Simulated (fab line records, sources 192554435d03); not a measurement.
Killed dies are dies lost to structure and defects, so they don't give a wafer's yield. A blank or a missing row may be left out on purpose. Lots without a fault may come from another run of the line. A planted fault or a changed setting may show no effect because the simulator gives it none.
Chamber matching | flow n5_finfet | N5_BEOL_M11_ETCH_65 on rie_diel-02: 4 sister chambers
The step etches SiARC in CF4, target depth 39 nm, time 65 s. 22 wafers are shown with their chamber, then 11 later ones without.

WAFERS WITH THEIR CHAMBER
wafer  | chamber | showerhead_plenum_p_Torr (Torr) | oes_product_au (a.u.) | throttle_valve_pct (%)
L081.3 | 0       | 2.11                            | 0.59                  | 15.76
L081.4 | 3       | 2.19                            | 0.58                  | 15.71
L081.5 | 1       | 2.10                            | 0.79                  | 15.44
L082.2 | 1       | 2.09                            | 0.78                  | 15.45
L082.3 | 3       | 2.19                            | 0.57                  | 15.70
L082.6 | 0       | 2.11                            | 0.59                  | 15.77
L084.1 | 2       | 2.09                            | 0.76                  | 15.53
L084.2 | 1       | 2.09                            | 0.77                  | 15.47
L084.3 | 3       | 2.19                            | 0.57                  | 15.71
L084.4 | 1       | 2.09                            | 0.77                  | 15.44
L084.5 | 2       | 2.09                            | 0.76                  | 15.54
L084.6 | 3       | 2.19                            | 0.58                  | 15.72
L085.1 | 1       | 2.09                            | 0.76                  | 15.47
L085.2 | 2       | 2.09                            | 0.76                  | 15.57
L085.3 | 3       | 2.19                            | 0.57                  | 15.73
L085.4 | 3       | 2.19                            | 0.57                  | 15.71
L085.5 | 1       | 2.09                            | 0.77                  | 15.48
L085.6 | 2       | 2.09                            | 0.75                  | 15.55
L086.1 | 1       | 2.09                            | 0.77                  | 15.47
L086.2 | 3       | 2.19                            | 0.57                  | 15.73
L086.6 | 1       | 2.09                            | 0.77                  | 15.46
L088.1 | 2       | 2.09                            | 0.73                  | 15.54

SIGNATURES (means of the wafers above)
reading                  | chamber 0 | chamber 1 | chamber 2 | chamber 3 | scatter within a chamber
showerhead_plenum_p_Torr | 2.1100    | 2.0913    | 2.0900    | 2.1900    | 0.0022
oes_product_au           | 0.5900    | 0.7725    | 0.7520    | 0.5729    | 0.00873
throttle_valve_pct       | 15.7650   | 15.4600   | 15.5460   | 15.7157   | 0.0136
Rule: a wafer's distance from a chamber is the root of the sum, over the readings, of the square of ((its reading less the chamber's mean) divided by the reading's scatter). The wafer belongs to the nearest chamber; if the next one is less than 2 further off, it can't be placed. The scatter: the root of (the sum of the squares of (reading less its chamber's mean) over the shown wafers, divided by (wafers less chambers)).

WAFERS WITHOUT THEIR CHAMBER
wafer  | showerhead_plenum_p_Torr (Torr) | oes_product_au (a.u.) | throttle_valve_pct (%)
L088.4 | 2.19                            | 0.56                  | 15.74
L088.5 | 2.19                            | 0.56                  | 15.73
L089.1 | 2.09                            | 0.76                  | 15.48
L089.3 | 2.19                            | 0.57                  | 15.75
L089.6 | 2.09                            | 0.75                  | 15.46
L095.1 | 2.18                            | 0.82                  | 15.28
L095.4 | 2.10                            | 0.81                  | 15.30
L095.5 | 2.08                            | 0.74                  | 15.51
L093.3 | 2.18                            | 0.82                  | 15.28
L093.4 | 2.10                            | 0.80                  | 15.32
L093.6 | 2.09                            | 0.73                  | 15.59

WHICH CHAMBER EACH WENT THROUGH
wafer  | from the rows above     | in truth
L088.4 | 3                       | 3
L088.5 | 3                       | 3
L089.1 | 1                       | 1
L089.3 | 3                       | 3
L089.6 | 1                       | 1
L095.1 | can't be placed: 1 or 3 | 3
L095.4 | 1                       | 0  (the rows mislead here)
L095.5 | can't be placed: 2 or 1 | 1
L093.3 | can't be placed: 1 or 3 | 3
L093.4 | 1                       | 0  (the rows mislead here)
L093.6 | 2                       | 2
Placed correctly: 6 of 11. Can't be placed from these rows: 3 (the true chamber is among the candidates in 3). Placed wrongly: 2.
